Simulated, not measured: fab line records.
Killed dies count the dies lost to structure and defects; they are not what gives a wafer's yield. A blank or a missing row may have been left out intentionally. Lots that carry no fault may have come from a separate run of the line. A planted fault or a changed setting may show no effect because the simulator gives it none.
Problem report in the 8D (eight disciplines) form, filled by code :: flow nandHarc :: the parts of the form that need people (team, actions taken, sign-off) are left out

1. WHAT WENT WRONG
killedAtArray at NHARC_END_SORT_01 reads a mean of 136 on 1 wafer of 1 lot; wafers without a fault read 55 with a standard deviation of 17. That is +4.8 standard deviations from the usual mean.
The first sign was on wafer L583.1 at day 30 11:41, on prober-02. Wafers with a number at this step in the record: 9, from 3 lots. Rule for "out" (also "out of limits"): further than 4 standard deviations from the usual mean. All remaining wafers that have a number are taken as sound.

2. WHAT IT IS, WHAT IT ISN'T
question: which readings at this step
is: killedAtArray, killedDies
is not: killedAtOther, killedAtPeriphery, killedOpen, killedShort

question: which lots
is: L583
is not: L586, L587

question: which wafers of those lots
is: L583.1
is not: L583.2, L583.3

question: read on which gauges
is: prober-02
is not: prober-01

question: when
is: from day 30 11:41
is not: up to then (0 sound wafers); but 8 sound wafers of L583, L586, L587 came after

3. THE SUSPECTS, EACH WITH WHAT RULES IT OUT
Counting: a tool at a process step up to the reading stays a suspect if it ran every lot that is out. Sound lots after the first of them don't rule it out here, since some wafers of a struck lot are sound.
- the gauge at NHARC_END_SORT_01: kept. All the wafers that are out were read on prober-02, and no step on other tools shows them out.
- wetBench-07 at NHARC_A_CHANNEL_FILL_D2_PRECLEAN_21 (cleans in dHF, time 30 s): kept. It ran the lot that is out, L583 (day 21 08:42).
- pvdSputter-03 at NHARC_THIN_TSV_PVD_51 (deposits Cu, target thk 100 nm): kept. It ran the lot that is out, L583 (day 30 01:25). With no start given for some of its lots, NHARC_THIN_TSV_PVD_51 uses the hours and lot order of NHARC_THIN_TSV_PRE_CLEAN_54.
- pvdSputter-03 at NHARC_THIN_TSV_PRE_CLEAN_54 (time 30 s): kept. It ran the lot that is out, L583 (day 30 01:25).
Left after counting: wetBench-07 at NHARC_A_CHANNEL_FILL_D2_PRECLEAN_21, pvdSputter-03 at NHARC_THIN_TSV_PVD_51, pvdSputter-03 at NHARC_THIN_TSV_PRE_CLEAN_54, prober-02 at NHARC_END_SORT_01.

4. THE CAUSE (what the simulator had put in)
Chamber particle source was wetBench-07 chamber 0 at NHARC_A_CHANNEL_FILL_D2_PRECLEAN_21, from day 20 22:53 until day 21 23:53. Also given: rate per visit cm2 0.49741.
Of the 4 suspects that counting leaves, this tool is one.

5. THE CHAIN OF EFFECTS, in route order
Each row: a reading where the mean over the struck wafers with a number is more than 3 standard deviations away from the usual. Readings are gone through only where the record gives a usual standard deviation; hours: the median, over the lots, of the time from a lot's start at the first step in this table giving one to that lot's start at this step; sigmas: the change measured in usual standard deviations.
hours: 0
step: NHARC_END_SORT_01
reading: killedAtArray
usual: 55
on struck wafers: 136
change: +81
sigmas: +4.8

hours: 0
step: NHARC_END_SORT_01
reading: killedDies
usual: 60
on struck wafers: 140
change: +80
sigmas: +4.4

6. HOW IT WOULD HAVE BEEN CAUGHT EARLIER
In this record the first reading out of limits at a measuring or inspecting step was taken at day 30 11:41, 229 hours after the fault began at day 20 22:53.
The start of NHARC_A_CHANNEL_FILL_D2_PRECLEAN_21 on wetBench-07 came by day 30 11:41 for every one of the lots that are out (1). None of them would have been spared by holding the tool at that moment.
